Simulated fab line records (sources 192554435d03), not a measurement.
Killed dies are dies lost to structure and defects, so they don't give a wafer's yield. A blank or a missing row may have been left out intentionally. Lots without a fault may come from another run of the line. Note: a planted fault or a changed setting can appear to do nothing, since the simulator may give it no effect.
3 desks, one fault -- flow n5-finfet -- each desk has only its own numbers; what lay behind them comes last

DESK OF THE TOOL OWNER: rie-diel-02
The tool's own readings at N5_BEOL_M2_VIA_ETCH_34 (etches the open film in C4F6/O2, target depth 69.4 nm, time 65.9 s): means of the sampled wafers that have a number, for each lot that ran on this tool. The brackets show how far a lot's mean lies from the usual mean; more than 4 standard deviations puts the lot out of limits, marked OUT.
Columns: A = C4F6_flow_sccm at N5_BEOL_M2_VIA_ETCH_34, usual 10.00 sccm; B = drypump-motor-current-A at N5_BEOL_M2_VIA_ETCH_34, usual 5.5 A; C = oes-product-au at N5_BEOL_M2_VIA_ETCH_34, usual 0.79 a.u.; D = rf-vpp-V at N5_BEOL_M2_VIA_ETCH_34, usual 674 V; E = run-length-s at N5_BEOL_M2_VIA_ETCH_34, usual 89.2 s; F = showerhead-plenum-p-Torr at N5_BEOL_M2_VIA_ETCH_34, usual 2.89 Torr; G = throttle-valve-pct at N5_BEOL_M2_VIA_ETCH_34, usual 30.8 %
lot,first seen here,A,B,C,D,E,F,G
L381,day 9 16:14,9.98,4.9,0.77,675,89.5,2.94,30.9
L384,day 10 17:19,10.00,5.9,0.80,659,85.9 (-10) OUT,2.96,30.9
L387,day 11 05:58,10.00,5.4,0.78,671,86.5 (-8.3) OUT,2.94,30.9
This desk finds L384, L387 out of limits, L384 being first, at day 10 17:19 (run-length-s at N5_BEOL_M2_VIA_ETCH_34). L381: within limits.

FROM THE METROLOGY DESK
Means of the sampled wafers that have a number, per lot and without regard to the tool the lot ran on: this is what the gauges read. The brackets show how far a lot's mean lies from the usual mean; more than 4 standard deviations puts the lot out of limits, marked OUT.
Columns: A = cd-nm at N5_BEOL_M2_CD_MEAS_28, usual 26.15 nm; B = V1_OVL at N5_BEOL_M2_OVL_MEAS_29, usual 0.1 nm
lot,first seen here,A,B
L371,day 6 17:42,25.84,-0.2
L381,day 9 12:59,25.96,0.2
L384,day 10 06:37,26.00,0.0
L387,day 11 02:59,26.13,-0.3
L390,day 11 16:28,26.35,-0.3
L389,day 11 17:22,26.07,0.1
This desk's verdict: no lot among the 6 shows anything out of limits.

THE DEFECT DESK
Per lot, the means of the sampled wafers with a number show what the inspections along the route counted. The brackets show how far a lot's mean lies from the usual mean; more than 4 standard deviations puts the lot out of limits, marked OUT.
Columns: A = raw-defect-count at N5_BEOL_M2_INSPECT_30, usual 368
lot,first seen here,A
L371,day 6 17:47,352
L381,day 9 13:04,452
L384,day 10 06:42,353
L387,day 11 03:04,370
L390,day 11 16:33,441
L389,day 11 17:28,266
This desk's verdict: no lot among the 6 shows anything out of limits.

BROUGHT TOGETHER
On L384, L387, at day 10 17:19, an alarm was possible from the tool owner's desk.
Metrology desk: nothing out of limits seen.
No out-of-limits result turned up at the defect desk.
The metrology desk has L384, L387 on record, within its limits.
The defect desk has L384, L387 on record, within its limits.
N5_BEOL_M2_VIA_ETCH_34 was run on rie-diel-02 by each of the lots named.

WHAT THE SIMULATOR PUT IN
Process parameter drift: rie-diel-02, from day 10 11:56 on, at N5_BEOL_M2_VIA_ETCH_34. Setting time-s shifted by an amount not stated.
Struck lots among those shown: L384, L387.
Each desk's first reading out of limits, in hours after the fault started: the tool owner's desk, 5.
